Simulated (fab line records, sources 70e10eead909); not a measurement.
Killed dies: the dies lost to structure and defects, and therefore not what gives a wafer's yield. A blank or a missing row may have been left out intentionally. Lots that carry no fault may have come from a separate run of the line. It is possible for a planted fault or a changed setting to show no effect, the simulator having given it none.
Matching of chambers | flow nand harc | NHARC_A_SLIT_DESCUM_14 on rie diel-02: 4 sister chambers
The step chemistry O2, time 3 s. 16 wafers are shown with their chamber, then 8 later ones without.

== EACH WAFER AND ITS CHAMBER ==
wafer  | chamber | showerhead plenum p Torr (Torr) | rf vpp V (V) | oes product au (a.u.)
L077.1 | 1       | 1.85                            | 56.2         | 0.993
L077.2 | 0       | 2.02                            | 59.0         | 0.998
L077.6 | 3       | 2.01                            | 58.8         | 0.989
L079.3 | 3       | 2.01                            | 59.8         | 0.998
L079.5 | 0       | 2.02                            | 58.6         | 1.008
L079.6 | 1       | 1.84                            | 57.0         | 1.003
L082.1 | 0       | 2.02                            | 57.6         | 1.000
L082.3 | 1       | 1.84                            | 56.9         | 0.998
L082.6 | 2       | 1.93                            | 58.7         | 1.004
L084.3 | 1       | 1.84                            | 56.9         | 0.999
L084.4 | 3       | 2.01                            | 57.9         | 0.995
L084.6 | 3       | 2.01                            | 58.3         | 0.991
L087.2 | 3       | 2.01                            | 58.4         | 1.000
L087.5 | 2       | 1.93                            | 59.6         | 0.997
L087.6 | 3       | 2.01                            | 57.8         | 0.992
L088.4 | 3       | 2.01                            | 59.1         | 0.992

SIGNATURES (averages over the wafers above)
reading                  | chamber 0 | chamber 1 | chamber 2 | chamber 3 | scatter within a chamber
showerhead plenum p Torr | 2.0200    | 1.8425    | 1.9300    | 2.0100    | 0.0025
rf vpp V                 | 58.400    | 56.750    | 59.150    | 58.586    | 0.635
oes product au           | 1.00200   | 0.99825   | 1.00050   | 0.99386   | 0.00434
Rule: for each reading, subtract the chamber's mean from the wafer's reading, divide by that reading's scatter and square the result; add these up over the readings and take the root, which gives the wafer's distance from the chamber. If the next closest chamber is less than 2 further off than the closest, the wafer can't be placed; otherwise it belongs to the closest. The scatter is the square root of a quotient: the sum, over the shown wafers, of each reading's squared deviation from its chamber's mean, divided by wafers minus chambers.

== WAFERS WITH NO CHAMBER GIVEN ==
wafer  | showerhead plenum p Torr (Torr) | rf vpp V (V) | oes product au (a.u.)
L088.5 | 2.02                            | 58.0         | 0.995
L088.6 | 1.93                            | 57.5         | 1.007
L092.3 | 1.84                            | 56.3         | 0.996
L092.5 | 1.84                            | 58.5         | 0.999
L092.6 | 1.93                            | 57.7         | 0.990
L094.2 | 1.84                            | 58.9         | 1.005
L094.4 | 2.02                            | 59.0         | 1.006
L094.6 | 1.84                            | 58.4         | 1.012

== EACH ONE'S CHAMBER ==
wafer  | from the rows above | in truth
L088.5 | 0                   | 0
L088.6 | 2                   | 2
L092.3 | 1                   | 1
L092.5 | 1                   | 1
L092.6 | 2                   | 2
L094.2 | 1                   | 1
L094.4 | 0                   | 0
L094.6 | 1                   | 1
Placed correctly: 8 of 8. Left unplaced by these rows: 0. Placed wrongly: 0.
